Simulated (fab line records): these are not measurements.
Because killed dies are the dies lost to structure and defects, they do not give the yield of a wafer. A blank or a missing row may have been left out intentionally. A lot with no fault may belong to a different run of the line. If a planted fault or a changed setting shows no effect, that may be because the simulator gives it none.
A struck lot beside a sound one | flow n5-finfet | 39 out of 1938 route steps
Sound: wafers L912.2, L912.5, L912.6. Wafers L918.3, L918.4, L918.5 were the ones struck. Last of all comes the cause.
Per side, at each step with rows, come the tool, then ch with its chambers, and then its first start. Under that, the readings that differ: sound wafers | struck wafers | difference of the means | sigmas: that difference in standard deviations of wafers without a fault.
alike: words and numbers the same on both sides, and readings whose means are apart by under 2 such deviations; not compared: readings that were withheld, readings missing a value for some wafer, numbers with overlapping values and no deviation given by the record, and bounds like >300 which may hide the same value.
A row with sigmas, a row that says differs or no value, or rows on one side alone: a step with any of these is where the two part. Numbers that have no deviation but don't overlap get no sigmas and don't part them. A reading that every wafer of one side lacks parts them only if that side has two wafers or more.

first, 11 steps without rows for these wafers: N5_HKMG_FIN_DESCUM_53 (chemistry O2, time 7.9 s); N5_HKMG_FIN_ETCH_54 (etches SiARC in CF4, target depth 45.5 nm, time 75.8 s); N5_HKMG_FIN_ETCH_55 (etches SOC in N2/H2, target depth 240 nm, time 300 s); N5_HKMG_FIN_STRIP_56 (strips in N2/H2); N5_HKMG_FIN_STRIP_57 (strips in CF4); N5_HKMG_FIN_ETCH_58 (etches SOC in N2/H2, target depth 215.8 nm, time 741 s); N5_HKMG_FIN_STRIP_93 (strips SOC in N2/H2, time 20 s); N5_HKMG_FIN_WET_ETCH_76 (etches Al2O3 in dNH4OH, stops on La2O3, target depth 2.25 nm, rinse time 30 s); N5_HKMG_FIN_STRIP_60 (strips in N2/H2, time 360 s); N5_HKMG_FIN_WET_ETCH_77 (etches La2O3 in dHCl, stops on HfO2, target depth 2 nm); N5_HKMG_FIN_WET_ETCH_78 (etches Al2O3 in dNH4OH, stops on La2O3, target depth 4.5 nm, rinse time 30 s).
N5_HKMG_FIN_ALD_79: deposits TiN, target thk 1.5 nm, pulse time 1 s, purge time 3 s.
  sound on ald-metal-04 ch 0,2,3, day 5 13:06; struck on ald-metal-01 ch 0,1,3, day 7 01:39
  no value came back on the struck wafers for any of 6 readings (ald-cycles, chamber-pressure-Torr (Torr) and others); on the sound wafers ald-cycles reads 68 68 68
  not compared: since-wet-clean-h
then, 25 steps without rows for these wafers: N5_HKMG_FIN_CVD_62 (deposits a-Si from Si2H6, target thk 3 nm, time 20.8 s); N5_HKMG_FIN_RTA_80 (time 2 s); N5_HKMG_FIN_PRECLEAN_64 (cleans in dHF, time 30 s); N5_HKMG_FIN_WET_ETCH_65 (etches a-Si in TMAH, stops on TiN, time 49 s, target depth 3 nm); N5_HKMG_FIN_WET_ETCH_81 (etches TiN in SC1, stops on HfO2, time 57 s, target depth 6 nm); N5_HKMG_FIN_WET_ETCH_82 (etches La2O3 in dHCl, stops on HfO2, target depth 2 nm, rinse time 30 s); N5_HKMG_FIN_ALD_36 (deposits TiN, target thk 1 nm, pulse time 1 s, purge time 3 s); N5_HKMG_FIN_PWFM_ALD_03 (deposits TiN, target thk 2 nm, pulse time 1 s, purge time 3 s); N5_HKMG_FIN_COAT_29 (time 60 s, resist thk 300 nm); N5_HKMG_FIN_COAT_30 (time 60 s, resist thk 35 nm); N5_HKMG_FIN_COAT_06 (resist thk 90 nm); N5_HKMG_FIN_EBR_08; N5_HKMG_FIN_SOFTBAKE_07 (time 60 s); N5_HKMG_FIN_EXPOSE_09 (exposes mask NWFM); N5_HKMG_FIN_PEB_10 (peb time 60 s); N5_HKMG_FIN_DEVELOP_11 (develop time 30 s); N5_HKMG_FIN_DESCUM_17 (chemistry O2, time 7.9 s); N5_HKMG_FIN_ETCH_31 (etches SiARC in CF4, target depth 45.5 nm, time 75.8 s); N5_HKMG_FIN_ETCH_32 (etches SOC in N2/H2, target depth 240 nm, time 300 s); N5_HKMG_FIN_STRIP_33 (strips in N2/H2); N5_HKMG_FIN_STRIP_34 (strips in CF4); N5_HKMG_FIN_ETCH_35 (etches SOC in N2/H2, target depth 215.8 nm, time 243.4 s); N5_HKMG_FIN_STRIP_92 (strips SOC in N2/H2, time 20 s); N5_HKMG_FIN_WET_ETCH_18 (etches TiN in SC1, time 55 s, target depth 5.2 nm, rinse time 30 s); N5_HKMG_FIN_STRIP_19 (strips in N2/H2, time 360 s).
-- the record jumps here: 5 days lie between the struck wafers' starts before and after (it left off in module HKMG_FIN and takes up again in module BEOL_M4, whose first step shown is number 1111 of the route) --
N5_BEOL_M4_RC_MEAS_101:
  sound on prober-01 ch 0, day 9 07:37; struck on prober-01 ch 0, day 11 19:54
  reading             | sound                      | struck                     | difference | sigmas
  EOT_N               | 10.65 10.46 10.43          | 10.09 9.90 10.13           | -0.47      | -6
  EOT_P               | 10.61 10.63 10.43          | 10.04 9.88 9.99            | -0.59      | -7
  IGATE_N (nA/um)     | 0.0107 0.0127 0.0153       | 0.0572 0.0759 0.0583       | +0.0509    | +34
  IGATE_P (nA/um)     | 0.0031 0.0037 0.0044       | 0.0180 0.0240 0.0186       | +0.0165    | +37
  IOFF_N (nA/um)      | 0.155 0.149 0.146          | 0.052 0.036 0.039          | -0.108     | -5
  IOFF_N_85C (nA/um)  | 3.0 2.9 2.9                | 1.2 0.9 1.0                | -1.9       | -5
  IOFF_N_LIN (nA/um)  | 0.072 0.071 0.068          | 0.023 0.017 0.019          | -0.051     | -6
  IOFF_N_LONG (nA/um) | 5.84e-05 5.87e-05 5.88e-05 | 3.17e-05 3.18e-05 3.19e-05 | -2.68e-05  | -10
  IOFF_P (nA/um)      | 0.218 0.199 0.194          | 0.007 0.005 0.006          | -0.198     | -8
  IOFF_P_85C (nA/um)  | 3.7 3.5 3.4                | 0.2 0.2 0.2                | -3.3       | -9
  IOFF_P_LIN (nA/um)  | 0.102 0.095 0.093          | 0.003 0.003 0.003          | -0.094     | -10
  IOFF_P_LONG (nA/um) | 0.000111 0.000106 0.000107 | 4.6e-05 4.4e-05 4.4e-05    | -6.3e-05   | -8
  ION_N (uA/um)       | 670 679 670                | 587 589 581                | -87        | -10
  ION_P (uA/um)       | 463 465 464                | 297 298 299                | -166       | -28
  SS_N (mV/dec)       | 71.5 70.7 71.3             | 73.0 71.9 72.2             | +1.2       | +2
  SS_P (mV/dec)       | 73.2 72.7 72.7             | 77.4 76.2 75.4             | +3.5       | +6
  VT_N (mV)           | 250.4 250.7 251.9          | 288.0 295.2 291.1          | +40.4      | +15
  VT_N_LONG (mV)      | 271.7 271.1 272.8          | 314.9 310.8 311.7          | +40.6      | +21
  VT_N_LVT (mV)       | 97.6 96.0 97.2             | 136.3 141.8 140.5          | +42.6      | +15
  VT_P (mV)           | -247.9 -249.7 -249.2       | -354.7 -359.3 -356.0       | -107.7     | -40
  VT_P_LONG (mV)      | -271.3 -274.4 -272.9       | -378.1 -379.7 -378.3       | -105.8     | -36
  VT_P_LVT (mV)       | -96.4 -98.3 -99.0          | -205.0 -204.9 -207.8       | -108.0     | -57
  alike: DIBL_N, DIBL_P
-- record jumps: 4 days separate the struck wafers' starts on either side; left off in module BEOL_M4, taken up again in module PASSIVATION, whose first shown step is the route's number 1936 --
N5_PASSIVATION_PROBE_49:
  sound on prober-01, day 13 11:50; struck on prober-01, day 16 04:52
  reading                  | sound          | struck            | difference | sigmas
  defect-limited-yield (%) | 89.8 88.6 90.1 | 58.8 58.5 59.2    | -30.7      | -24
  killed-at-front-end      | 46 51 53       | 415 419 422       | +369       | +34
  killed-dies              | 120 135 117    | 486 490 481       | +362       | +23
  killed-on-rim            | 16 10 10       | 18 111 67         | +53        | +15
  sort_bin_5_function (%)  | 6.3 7.4 5.2    | 36.9 38.1 37.2    | +31.1      | +35
  sort_bin_8_speed (%)     | 0 0 0          | 58.81 58.47 59.24 | +58.84     |
  sort-n-pass              | 1060 1045 1063 | 0 0 0             | -1056      | -66
  sort-yield-pct (%)       | 89.8 88.6 90.1 | 0 0 0             | -90        | -69
  alike: killed_at_M0_to_M3, killed_at_M4_up, killed-at-contacts, killed-at-other, killed-open, killed-short, sort_bin_6_memory

## WHERE THEY PART
At N5_HKMG_FIN_ALD_79 first; at N5_PASSIVATION_PROBE_49 last (within this record only).

WHY: whatever the simulator had introduced
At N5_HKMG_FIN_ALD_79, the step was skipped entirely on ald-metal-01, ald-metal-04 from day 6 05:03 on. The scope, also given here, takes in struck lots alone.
